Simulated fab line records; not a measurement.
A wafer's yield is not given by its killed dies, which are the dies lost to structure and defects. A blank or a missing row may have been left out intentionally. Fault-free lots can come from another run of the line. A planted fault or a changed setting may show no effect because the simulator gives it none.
Problem report in the 8D (eight disciplines) form, filled by code -- flow n5_finfet -- the parts of the form that need people (team, actions taken, sign-off) are left out

1. THE PROBLEM
raw_defect_count at N5_BEOL_M8_INSPECT_30 reads a mean of 1804 on 2 wafers of 1 lot; wafers without a fault read 419 with a standard deviation of 93. Measured from the usual mean, that is +15 standard deviations.
The step: inspects for defects (brightfield).
First observed at day 14 07:29: wafer L332.4, on defect_inspect-01. Wafers with a number at this step in the record: 27, from 9 lots. Rule for "out", or "out of limits": more than 4 standard deviations from the usual mean. Any other wafer with a number is counted as sound.

2. WHAT THIS IS AND IS NOT
question,is,is not
which readings at this step,raw_defect_count,-
which lots,L332,"L318, L319, L320, L324, L328, L336, L339, L340"
which wafers of those lots,"L332.4, L332.6",L332.1
read on which gauges,defect_inspect-01,defect_inspect-02
when,from day 14 07:29,"up to then (16 sound wafers); but 9 sound wafers of L336, L339, L340 came after"

3. SUSPECTS, AND WHAT RULES EACH OUT
Counting: if a tool at a process step up to the reading ran every lot that is out, it stays a suspect. Sound lots after the first of them don't rule it out here, since some wafers of a struck lot are sound.
- the gauge at N5_BEOL_M8_INSPECT_30: ruled out. All the wafers that are out were read on defect_inspect-01, but those of them that N5_PASSIVATION_PROBE_49 has rows for are out there too, on other tools.
- rie_diel-03 at N5_BEOL_M8_STRIP_19 (strips in O2): kept. L332, the lot that is out, went through it at day 14 06:14; up to then, the latest sound lot through it was L328 at day 13 09:10.
- Within rie_diel-03 at N5_BEOL_M8_STRIP_19, the wafers that are out were processed in chamber 0 and their sound lot-mates in chamber 2.
After counting, what remains is rie_diel-03 at N5_BEOL_M8_STRIP_19.

4. THE CAUSE (what the simulator had put in)
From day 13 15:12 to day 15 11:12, rie_diel-03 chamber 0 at N5_BEOL_M8_STRIP_19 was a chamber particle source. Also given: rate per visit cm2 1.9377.
After counting, this tool was the only one left.

5. THE CHAIN OF EFFECTS, in route order
One row per reading whose mean, taken over the struck wafers that have a number, lies over 3 standard deviations from the usual. Only readings for which the record gives a usual standard deviation are gone through. hours: the time from each lot's start at the first step in this table that gives one to its start at this step, as a median over the lots. sigmas: the change in usual standard deviations.
hours,step,reading,usual,on struck wafers,change,sigmas
0,N5_BEOL_M8_INSPECT_30,raw_defect_count,419,1804,+1386,+15
66,N5_PASSIVATION_PROBE_49,defect_limited_yield,91.1 %,81.8,-9.3,-6.6
66,N5_PASSIVATION_PROBE_49,killed_at_M4_up,15,132,+116,+20
66,N5_PASSIVATION_PROBE_49,killed_dies,105,215,+110,+6.9
66,N5_PASSIVATION_PROBE_49,killed_on_rim,13,32,+20,+5.3
66,N5_PASSIVATION_PROBE_49,sort_bin_5_function,5.2 %,10.8,+5.6,+6.4
66,N5_PASSIVATION_PROBE_49,sort_n_pass,1075,965,-110,-6.9
66,N5_PASSIVATION_PROBE_49,sort_yield_pct,91.1 %,81.8,-9.3,-6.6
Its process steps:
- N5_PASSIVATION_PROBE_49

6. WHAT WOULD HAVE CAUGHT IT SOONER
16 hours passed between the start of the fault at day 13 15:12 and the first reading out of limits at a measuring or inspecting step in this record, taken at day 14 07:29.
Of the tool readings at N5_BEOL_M8_STRIP_19 for which the record gives a usual standard deviation, none was out on any struck wafer, so an alarm limit of 4 standard deviations on them would not have fired.
By day 14 07:29 the whole set of lots that are out, 1 in number, had already begun N5_BEOL_M8_STRIP_19 on rie_diel-03. A hold on the tool at that time would have spared none of them.
